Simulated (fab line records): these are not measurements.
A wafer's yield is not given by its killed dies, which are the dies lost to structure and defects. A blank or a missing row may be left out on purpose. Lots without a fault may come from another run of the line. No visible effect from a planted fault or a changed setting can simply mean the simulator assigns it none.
Which tool did it? + flow nand-harc + 21 lots, 63 wafers sampled, at 6 steps of a route of 1159

== WHAT THE GAUGES READ, wafer by wafer ==
No reading from a measuring or inspecting step in the record can be judged against a usual standard deviation.

== WHAT TOOL EACH LOT RAN ON (gives the tool, then ch and the chambers of the sampled wafers, and finally the start) ==
| lot  | NHARC_A_STAIRCASE_DESCUM_11        | NHARC_A_STAIRCASE_ETCH_13                     | NHARC_A_STAIRCASE_DESCUM_186       | NHARC_A_STAIRCASE_TRIM_189                    | NHARC_A_STAIRCASE_TRIM_196         | NHARC_A_STAIRCASE_TRIM_200     |
|------|------------------------------------|-----------------------------------------------|------------------------------------|-----------------------------------------------|------------------------------------|--------------------------------|
| L074 | rie-diel-04 ch 1,2,3, day 10 11:04 | rie-diel-04 ch 0,1,3, day 10 15:22 or earlier | rie-diel-04 ch 1,2,3, day 10 15:22 | rie-diel-04 ch 0,2,3, day 10 17:59 or earlier | rie-diel-02 ch 1,2,3, day 10 17:59 | rie-diel-02 ch 1,2,3, no start |
| L075 | rie-diel-02 ch 0,2, day 11 05:04   | rie-diel-02 ch 0,3, day 11 08:49 or earlier   | rie-diel-04 ch 0,2,3, day 11 08:49 | rie-diel-04 ch 2,3, day 11 10:12 or earlier   | rie-diel-04 ch 1,2,3, day 11 10:12 | rie-diel-04 ch 0,1,2, no start |
| L076 | rie-diel-02 ch 1,2,3, day 11 05:14 | rie-diel-02 ch 0,1, day 11 09:26 or earlier   | rie-diel-02 ch 0,1,3, day 11 09:26 | rie-diel-02 ch 1,2,3, day 11 11:58 or earlier | rie-diel-02 ch 0,1, day 11 11:58   | rie-diel-02 ch 0,2,3, no start |
| L078 | rie-diel-13 ch 0,1,3, day 11 15:56 | rie-diel-13 ch 1,2, day 11 20:09 or earlier   | rie-diel-04 ch 0,1,3, day 11 20:09 | rie-diel-04 ch 2,3, day 11 21:17 or earlier   | rie-diel-13 ch 0,2,3, day 11 21:17 | rie-diel-13 ch 0,1, no start   |
| L077 | rie-diel-04 ch 1,2,3, day 11 16:17 | rie-diel-04 ch 0,1,2, day 11 19:59 or earlier | rie-diel-02 ch 0,2,3, day 11 19:59 | rie-diel-02 ch 1,2,3, day 11 21:07 or earlier | rie-diel-02 ch 0,1,2, day 11 21:07 | rie-diel-02 ch 0,1,3, no start |
| L079 | rie-diel-04 ch 0,1,2, day 12 01:38 | rie-diel-04 ch 0,1,3, day 12 05:25 or earlier | rie-diel-04 ch 0,1,2, day 12 05:25 | rie-diel-04 ch 0,1,2, day 12 06:31 or earlier | rie-diel-02 ch 0,2,3, day 12 06:31 | rie-diel-02 ch 0,2,3, no start |
| L082 | rie-diel-02 ch 1,2,3, day 12 14:47 | rie-diel-02 ch 0,3, day 12 19:28 or earlier   | rie-diel-02 ch 2,3, day 12 19:28   | rie-diel-02 ch 1,3, day 12 20:36 or earlier   | rie-diel-04 ch 0,3, day 12 20:36   | rie-diel-04 ch 1,2,3, no start |
| L080 | rie-diel-02 ch 1,3, day 12 15:04   | rie-diel-02 ch 0,1,3, day 12 20:22 or earlier | rie-diel-02 ch 0,1,2, day 12 20:22 | rie-diel-02 ch 1,3, day 12 21:39 or earlier   | rie-diel-04 ch 0,1,3, day 12 21:39 | rie-diel-04 ch 0,3, no start   |
| L081 | rie-diel-04 ch 1,2,3, day 12 15:37 | rie-diel-04 ch 0,1,2, day 12 20:51 or earlier | rie-diel-02 ch 0,1,3, day 12 20:51 | rie-diel-02 ch 0,1,3, day 12 22:03 or earlier | rie-diel-02 ch 0,1,3, day 12 22:03 | rie-diel-02 ch 1,2, no start   |
| L083 | rie-diel-02 ch 0,3, day 13 07:17   | rie-diel-02 ch 0,1,2, day 13 12:23 or earlier | rie-diel-02 ch 0,1,2, day 13 12:23 | rie-diel-02 ch 1,2,3, day 13 13:28 or earlier | rie-diel-02 ch 0,1, day 13 13:28   | rie-diel-02 ch 0,1, no start   |
| L084 | rie-diel-13 ch 0,2,3, day 13 07:57 | rie-diel-13 ch 1,2,3, day 13 11:41 or earlier | rie-diel-04 ch 0,1,3, day 13 11:41 | rie-diel-04 ch 0,1,3, day 13 12:47 or earlier | rie-diel-04 ch 0,2,3, day 13 12:47 | rie-diel-04 ch 0,1,3, no start |
| L087 | rie-diel-04 ch 0,2,3, day 13 23:32 | rie-diel-04 ch 0,1,3, day 14 03:45 or earlier | rie-diel-04 ch 0,1,3, day 14 03:45 | rie-diel-04 ch 0,1,2, day 14 04:53 or earlier | rie-diel-04 ch 0,2, day 14 04:53   | rie-diel-04 ch 0,2, no start   |
| L086 | rie-diel-13 ch 1,2, day 13 23:47   | rie-diel-13 ch 0,1, day 14 04:13 or earlier   | rie-diel-02 ch 1,2,3, day 14 04:13 | rie-diel-02 ch 0,1,2, day 14 05:28 or earlier | rie-diel-13 ch 0,2, day 14 05:28   | rie-diel-13 ch 0,2,3, no start |
| L088 | rie-diel-02 ch 0,1,3, day 13 23:54 | rie-diel-02 ch 0,1,3, day 14 04:31 or earlier | rie-diel-02 ch 0,2,3, day 14 04:31 | rie-diel-02 ch 0,1, day 14 05:44 or earlier   | rie-diel-02 ch 0,1,2, day 14 05:44 | rie-diel-02 ch 0,2, no start   |
| L085 | rie-diel-04 ch 0,2,3, day 14 08:13 | rie-diel-04 ch 1,2,3, day 14 14:03 or earlier | rie-diel-04 ch 0,1, day 14 14:03   | rie-diel-04 ch 0,3, day 14 15:10 or earlier   | rie-diel-02 ch 1,2, day 14 15:10   | rie-diel-02 ch 1,2,3, no start |
| L090 | rie-diel-04 ch 0,1,3, day 14 18:08 | rie-diel-04 ch 0,1,3, day 14 22:58 or earlier | rie-diel-13 ch 1,3, day 14 22:58   | rie-diel-13 ch 0,2, day 15 00:19 or earlier   | rie-diel-13 ch 0,1,3, day 15 00:19 | rie-diel-13 ch 1,2, no start   |
| L092 | rie-diel-02 ch 0,2,3, day 15 01:02 | rie-diel-02 ch 1,2, day 15 04:47 or earlier   | rie-diel-04 ch 0,1,3, day 15 04:47 | rie-diel-04 ch 0,2,3, day 15 05:53 or earlier | rie-diel-04 ch 1,2, day 15 05:53   | rie-diel-04 ch 0,1,3, no start |
| L094 | rie-diel-13 ch 0,2, day 15 07:50   | rie-diel-13 ch 1,2, day 15 12:04 or earlier   | rie-diel-04 ch 1,2,3, day 15 12:04 | rie-diel-04 ch 0,1, day 15 15:11 or earlier   | rie-diel-02 ch 0,1,3, day 15 15:11 | rie-diel-02 ch 1,2,3, no start |
| L095 | rie-diel-13 ch 0,3, day 15 21:09   | rie-diel-13 ch 0,1, day 16 02:19 or earlier   | rie-diel-02 ch 1,2, day 16 02:19   | rie-diel-02 ch 0,2,3, day 16 03:29 or earlier | rie-diel-02 ch 1,2,3, day 16 03:29 | rie-diel-02 ch 0,1,3, no start |
| L096 | rie-diel-13 ch 0,2,3, day 15 21:21 | rie-diel-13 ch 0,1,3, day 16 02:35 or earlier | rie-diel-04 ch 0,1,2, day 16 02:35 | rie-diel-04 ch 1,2,3, day 16 03:42 or earlier | rie-diel-13 ch 0,1,2, day 16 03:42 | rie-diel-13 ch 1,2,3, no start |
| L097 | rie-diel-02 ch 0,1,2, day 16 17:02 | rie-diel-02 ch 0,1,2, day 16 21:01 or earlier | rie-diel-02 ch 1,2,3, day 16 21:01 | rie-diel-02 ch 0,1,3, day 16 22:14 or earlier | rie-diel-04 ch 0,2, day 16 22:14   | rie-diel-04 ch 0,1,2, no start |
- NHARC_A_STAIRCASE_DESCUM_11: chemistry O2, time 3 s.
- NHARC_A_STAIRCASE_ETCH_13: etches the open film in C4F8/O2, target depth 100 nm, time 40.5 s.
- NHARC_A_STAIRCASE_DESCUM_186: chemistry O2, time 3 s.
- NHARC_A_STAIRCASE_TRIM_189: chemistry O2, time 211.2 s.
- NHARC_A_STAIRCASE_TRIM_196: chemistry O2, time 211.2 s.
- NHARC_A_STAIRCASE_TRIM_200: chemistry O2, time 211.2 s.

== AS READ BY THE TOOLS THEMSELVES (means over the sampled wafers that have a number; for cases with no such wafer, the mark the record gives instead) ==
NHARC_A_STAIRCASE_DESCUM_11.
| lot  | tool        | drypump-motor-current-A (A) | oes-product-au (a.u.) | rf-vpp-V (V) | showerhead-plenum-p-Torr (Torr) | throttle-valve-pct (%) |
|------|-------------|-----------------------------|-----------------------|--------------|---------------------------------|------------------------|
| L074 | rie-diel-04 | 6.3                         | 1.012                 | 57.7         | 1.84                            | 11.313                 |
| L075 | rie-diel-02 | 5.7                         | 1.004                 | 56.9         | 1.90                            | 11.314                 |
| L076 | rie-diel-02 | 5.7                         | 1.003                 | 57.8         | 1.92                            | 11.307                 |
| L078 | rie-diel-13 | 5.7                         | 0.993                 | 57.6         | 1.92                            | 11.316                 |
| L077 | rie-diel-04 | 6.3                         | 1.007                 | 56.5         | 1.84                            | 11.310                 |
| L079 | rie-diel-04 | 6.2                         | 1.014                 | 58.3         | 1.82                            | 11.310                 |
| L082 | rie-diel-02 | 5.7                         | 1.007                 | 57.5         | 1.92                            | 11.304                 |
| L080 | rie-diel-02 | 5.5                         | 0.995                 | 58.1         | 1.90                            | 11.310                 |
| L081 | rie-diel-04 | 6.3                         | 1.011                 | 57.6         | 1.83                            | 11.315                 |
| L083 | rie-diel-02 | 5.4                         | 1.019                 | 57.8         | 1.96                            | 11.317                 |
| L084 | rie-diel-13 | 5.5                         | 0.992                 | 58.7         | 1.91                            | 11.311                 |
| L087 | rie-diel-04 | 6.1                         | 0.998                 | 57.3         | 1.90                            | 11.309                 |
| L086 | rie-diel-13 | 6.0                         | 0.992                 | 57.8         | 1.88                            | 11.312                 |
| L088 | rie-diel-02 | 5.4                         | 1.001                 | 58.5         | 1.91                            | 11.310                 |
| L085 | rie-diel-04 | 6.1                         | 0.994                 | 57.3         | 1.89                            | 11.309                 |
| L090 | rie-diel-04 | 6.1                         | 1.004                 | 57.6         | 1.84                            | 11.300                 |
| L092 | rie-diel-02 | 5.6                         | 0.992                 | 57.0         | 1.92                            | 11.306                 |
| L094 | rie-diel-13 | 5.5                         | 1.000                 | 57.9         | 1.82                            | 11.302                 |
| L095 | rie-diel-13 | 5.4                         | 0.999                 | 57.7         | 1.97                            | 11.300                 |
| L096 | rie-diel-13 | 5.5                         | 0.992                 | 57.2         | 1.90                            | 11.308                 |
| L097 | rie-diel-02 | 5.7                         | 0.984                 | 57.8         | 1.87                            | 11.309                 |

NHARC_A_STAIRCASE_ETCH_13.
| lot  | tool        | bias-w (W) | oes-product-au (a.u.) | rf-vpp-V (V) |
|------|-------------|------------|-----------------------|--------------|
| L074 | rie-diel-04 | 997        | 0.929                 | 892          |
| L075 | rie-diel-02 | 1005       | 0.950                 | 898          |
| L076 | rie-diel-02 | 1001       | 0.928                 | 894          |
| L078 | rie-diel-13 | 999        | 0.932                 | 895          |
| L077 | rie-diel-04 | 1002       | 0.932                 | 890          |
| L079 | rie-diel-04 | 1000       | 0.942                 | 892          |
| L082 | rie-diel-02 | 997        | 0.935                 | 896          |
| L080 | rie-diel-02 | 1001       | 0.929                 | 897          |
| L081 | rie-diel-04 | 999        | 0.930                 | 891          |
| L083 | rie-diel-02 | 1001       | 0.934                 | 894          |
| L084 | rie-diel-13 | 999        | 0.935                 | 896          |
| L087 | rie-diel-04 | 1001       | 0.951                 | 892          |
| L086 | rie-diel-13 | 998        | 0.935                 | 891          |
| L088 | rie-diel-02 | 1003       | 0.934                 | 895          |
| L085 | rie-diel-04 | 999        | 0.934                 | 897          |
| L090 | rie-diel-04 | 1000       | 0.937                 | 892          |
| L092 | rie-diel-02 | 998        | 0.942                 | 894          |
| L094 | rie-diel-13 | 998        | 0.950                 | 894          |
| L095 | rie-diel-13 | 1001       | 0.936                 | 893          |
| L096 | rie-diel-13 | 1000       | 0.929                 | 896          |
| L097 | rie-diel-02 | 1000       | 0.938                 | 894          |

NHARC_A_STAIRCASE_DESCUM_186.
| lot  | tool        | drypump-motor-current-A (A) | oes-product-au (a.u.) | rf-vpp-V (V) | showerhead-plenum-p-Torr (Torr) | throttle-valve-pct (%) |
|------|-------------|-----------------------------|-----------------------|--------------|---------------------------------|------------------------|
| L074 | rie-diel-04 | 6.4                         | 1.005                 | 57.0         | 1.84                            | 11.316                 |
| L075 | rie-diel-04 | 6.1                         | 1.005                 | 56.8         | 1.80                            | 11.307                 |
| L076 | rie-diel-02 | 5.4                         | 1.005                 | 57.6         | 1.92                            | 11.315                 |
| L078 | rie-diel-04 | 6.2                         | 1.011                 | 57.7         | 1.85                            | 11.306                 |
| L077 | rie-diel-02 | 5.7                         | 1.013                 | 57.4         | 1.93                            | 11.312                 |
| L079 | rie-diel-04 | 6.2                         | 1.006                 | 58.0         | 1.82                            | 11.310                 |
| L082 | rie-diel-02 | 5.9                         | 1.002                 | 57.6         | 1.93                            | 11.311                 |
| L080 | rie-diel-02 | 5.7                         | 1.008                 | 56.9         | 1.88                            | 11.305                 |
| L081 | rie-diel-02 | 5.4                         | 1.009                 | 57.0         | 1.91                            | 11.309                 |
| L083 | rie-diel-02 | 5.7                         | 0.999                 | 57.9         | 1.88                            | 11.304                 |
| L084 | rie-diel-04 | 6.2                         | 1.009                 | 57.6         | 1.84                            | 11.306                 |
| L087 | rie-diel-04 | 6.1                         | 0.993                 | 57.5         | 1.84                            | 11.306                 |
| L086 | rie-diel-02 | 5.7                         | 1.009                 | 57.9         | 1.91                            | 11.318                 |
| L088 | rie-diel-02 | 5.6                         | 1.010                 | 57.5         | 1.92                            | 11.314                 |
| L085 | rie-diel-04 | 6.3                         | 1.005                 | 57.7         | 1.87                            | 11.312                 |
| L090 | rie-diel-13 | 5.9                         | 1.004                 | 57.5         | 1.94                            | 11.308                 |
| L092 | rie-diel-04 | 6.2                         | 1.003                 | 59.0         | 1.84                            | 11.306                 |
| L094 | rie-diel-04 | 6.3                         | 1.007                 | 57.2         | 1.93                            | 11.313                 |
| L095 | rie-diel-02 | 5.9                         | 0.991                 | 58.1         | 1.88                            | 11.316                 |
| L096 | rie-diel-04 | 6.2                         | 0.999                 | 57.1         | 1.92                            | 11.313                 |
| L097 | rie-diel-02 | 5.7                         | 0.995                 | 58.1         | 1.91                            | 11.311                 |

NHARC_A_STAIRCASE_TRIM_189.
| lot  | tool        | drypump-motor-current-A (A) | oes-product-au (a.u.) | rf-vpp-V (V) | showerhead-plenum-p-Torr (Torr) | throttle-valve-pct (%) |
|------|-------------|-----------------------------|-----------------------|--------------|---------------------------------|------------------------|
| L074 | rie-diel-04 | 6.1                         | 0.998                 | 58.3         | 3.33                            | 17.040                 |
| L075 | rie-diel-04 | 6.2                         | 1.004                 | 57.5         | 3.35                            | 17.028                 |
| L076 | rie-diel-02 | 5.7                         | 1.005                 | 57.0         | 3.54                            | 17.041                 |
| L078 | rie-diel-04 | 6.2                         | 0.992                 | 57.6         | 3.34                            | 17.036                 |
| L077 | rie-diel-02 | 5.7                         | 1.001                 | 57.8         | 3.54                            | 17.028                 |
| L079 | rie-diel-04 | 6.2                         | 1.011                 | 57.3         | 3.38                            | 17.034                 |
| L082 | rie-diel-02 | 5.4                         | 1.014                 | 57.4         | 3.58                            | 17.040                 |
| L080 | rie-diel-02 | 5.4                         | 0.996                 | 57.5         | 3.51                            | 17.041                 |
| L081 | rie-diel-02 | 5.5                         | 1.008                 | 57.9         | 3.52                            | 17.040                 |
| L083 | rie-diel-02 | 5.7                         | 1.004                 | 57.1         | 3.53                            | 17.033                 |
| L084 | rie-diel-04 | 6.2                         | 1.006                 | 57.8         | 3.41                            | 17.038                 |
| L087 | rie-diel-04 | 6.2                         | 1.005                 | 58.1         | 3.55                            | 17.029                 |
| L086 | rie-diel-02 | 5.8                         | 0.996                 | 56.1         | 3.47                            | 17.036                 |
| L088 | rie-diel-02 | 5.4                         | 0.997                 | 57.3         | 3.46                            | 17.031                 |
| L085 | rie-diel-04 | 5.9                         | 0.993                 | 57.1         | 3.33                            | 17.029                 |
| L090 | rie-diel-13 | 5.5                         | 0.995                 | 57.6         | 3.38                            | 17.037                 |
| L092 | rie-diel-04 | 6.1                         | 0.996                 | 57.9         | 3.49                            | 17.038                 |
| L094 | rie-diel-04 | 6.3                         | 1.010                 | 58.0         | 3.46                            | 17.036                 |
| L095 | rie-diel-02 | 5.6                         | 0.993                 | 57.7         | 3.54                            | 17.023                 |
| L096 | rie-diel-04 | 6.3                         | 1.010                 | 57.5         | 3.56                            | 17.036                 |
| L097 | rie-diel-02 | 5.5                         | 1.001                 | 57.7         | 3.51                            | 17.038                 |

NHARC_A_STAIRCASE_TRIM_196.
| lot  | tool        | drypump-motor-current-A (A) | oes-product-au (a.u.) | rf-vpp-V (V) | showerhead-plenum-p-Torr (Torr) | throttle-valve-pct (%) |
|------|-------------|-----------------------------|-----------------------|--------------|---------------------------------|------------------------|
| L074 | rie-diel-02 | 5.7                         | 1.010                 | 57.5         | 3.54                            | 17.037                 |
| L075 | rie-diel-04 | 6.3                         | 1.011                 | 57.0         | 3.40                            | 17.033                 |
| L076 | rie-diel-02 | 5.5                         | 1.005                 | 57.8         | 3.47                            | 17.052                 |
| L078 | rie-diel-13 | 5.5                         | 1.002                 | 57.9         | 3.53                            | 17.039                 |
| L077 | rie-diel-02 | 5.7                         | 1.007                 | 57.7         | 3.48                            | 17.031                 |
| L079 | rie-diel-02 | 5.6                         | 1.012                 | 56.9         | 3.56                            | 17.027                 |
| L082 | rie-diel-04 | 5.9                         | 1.003                 | 57.1         | 3.34                            | 17.041                 |
| L080 | rie-diel-04 | 6.1                         | 1.016                 | 58.3         | 3.41                            | 17.038                 |
| L081 | rie-diel-02 | 5.4                         | 1.002                 | 57.1         | 3.52                            | 17.039                 |
| L083 | rie-diel-02 | 5.5                         | 0.993                 | 58.5         | 3.45                            | 17.040                 |
| L084 | rie-diel-04 | 6.1                         | 0.999                 | 57.6         | 3.50                            | 17.039                 |
| L087 | rie-diel-04 | 6.2                         | 0.990                 | 57.6         | 3.64                            | 17.031                 |
| L086 | rie-diel-13 | 5.6                         | 0.990                 | 57.5         | 3.42                            | 17.034                 |
| L088 | rie-diel-02 | 5.6                         | 1.007                 | 56.6         | 3.47                            | 17.029                 |
| L085 | rie-diel-02 | 5.7                         | 0.991                 | 57.6         | 3.45                            | 17.035                 |
| L090 | rie-diel-13 | 5.7                         | 1.003                 | 56.9         | 3.53                            | 17.038                 |
| L092 | rie-diel-04 | 6.4                         | 1.009                 | 58.0         | 3.62                            | 17.033                 |
| L094 | rie-diel-02 | 5.5                         | 0.997                 | 57.9         | 3.51                            | 17.040                 |
| L095 | rie-diel-02 | 5.7                         | 0.997                 | 57.3         | 3.52                            | 17.036                 |
| L096 | rie-diel-13 | 5.8                         | 1.002                 | 56.4         | 3.42                            | 17.043                 |
| L097 | rie-diel-04 | 6.1                         | 0.998                 | 57.5         | 3.63                            | 17.041                 |

NHARC_A_STAIRCASE_TRIM_200.
| lot  | tool        | drypump-motor-current-A (A) | oes-product-au (a.u.) | rf-vpp-V (V) | showerhead-plenum-p-Torr (Torr) | throttle-valve-pct (%) |
|------|-------------|-----------------------------|-----------------------|--------------|---------------------------------|------------------------|
| L074 | rie-diel-02 | 5.7                         | 0.997                 | 57.6         | 3.54                            | 17.041                 |
| L075 | rie-diel-04 | 6.2                         | 1.008                 | 57.8         | 3.38                            | 17.038                 |
| L076 | rie-diel-02 | 5.7                         | 1.002                 | 58.1         | 3.56                            | 17.039                 |
| L078 | rie-diel-13 | 6.0                         | 0.997                 | 56.6         | 3.44                            | 17.040                 |
| L077 | rie-diel-02 | 5.4                         | 1.006                 | 57.6         | 3.53                            | 17.030                 |
| L079 | rie-diel-02 | 5.7                         | 1.009                 | 57.3         | 3.56                            | 17.037                 |
| L082 | rie-diel-04 | 6.3                         | 1.012                 | 57.4         | 3.39                            | 17.031                 |
| L080 | rie-diel-04 | 6.1                         | 0.993                 | 58.1         | 3.35                            | 17.026                 |
| L081 | rie-diel-02 | 5.9                         | 1.006                 | 57.5         | 3.48                            | 17.041                 |
| L083 | rie-diel-02 | 5.5                         | 0.998                 | 57.3         | 3.46                            | 17.042                 |
| L084 | rie-diel-04 | 6.2                         | 1.006                 | 57.1         | 3.41                            | 17.037                 |
| L087 | rie-diel-04 | 6.0                         | 0.996                 | 57.8         | 3.47                            | 17.046                 |
| L086 | rie-diel-13 | 5.5                         | 1.002                 | 58.6         | 3.52                            | 17.035                 |
| L088 | rie-diel-02 | 5.6                         | 1.003                 | 57.6         | 3.49                            | 17.040                 |
| L085 | rie-diel-02 | 5.7                         | 1.004                 | 57.8         | 3.52                            | 17.035                 |
| L090 | rie-diel-13 | 6.1                         | 1.001                 | 58.0         | 3.47                            | 17.031                 |
| L092 | rie-diel-04 | 6.2                         | 1.002                 | 57.0         | 3.40                            | 17.039                 |
| L094 | rie-diel-02 | 5.7                         | 0.994                 | 58.9         | 3.52                            | 17.039                 |
| L095 | rie-diel-02 | 5.5                         | 0.994                 | 57.5         | 3.51                            | 17.041                 |
| L096 | rie-diel-13 | 5.9                         | 0.996                 | 57.6         | 3.56                            | 17.039                 |
| L097 | rie-diel-04 | 6.2                         | 1.004                 | 58.2         | 3.54                            | 17.036                 |

== THE ANSWER, worked out from the rows above alone ==
Rule: the lots themselves supply what counts as usual. Put in order of their means at a reading, lots are off if they are a third of the lots or fewer, leave a main group of 4 or more, and stand apart from it by a gap of 3 or more times the standard deviation of the main group's means; of several such gaps the widest counts. Not used: any main group whose means are identical at the precision the tables above print for the reading. Also off: a lot with no number at a reading for which 4 or more lots have one. The other lots that the step has rows for count as sound. Order of review: gauges by route order, followed by the tools' own readings, for which a lot's mean as printed above is used. At the first step where some lot is off, the reading lying furthest off is the one used; lots without a number count as furthest.
No lot is off on any of the readings shown, so nothing can be concluded from this.

== WHAT THE SIMULATOR HAD PUT IN ==
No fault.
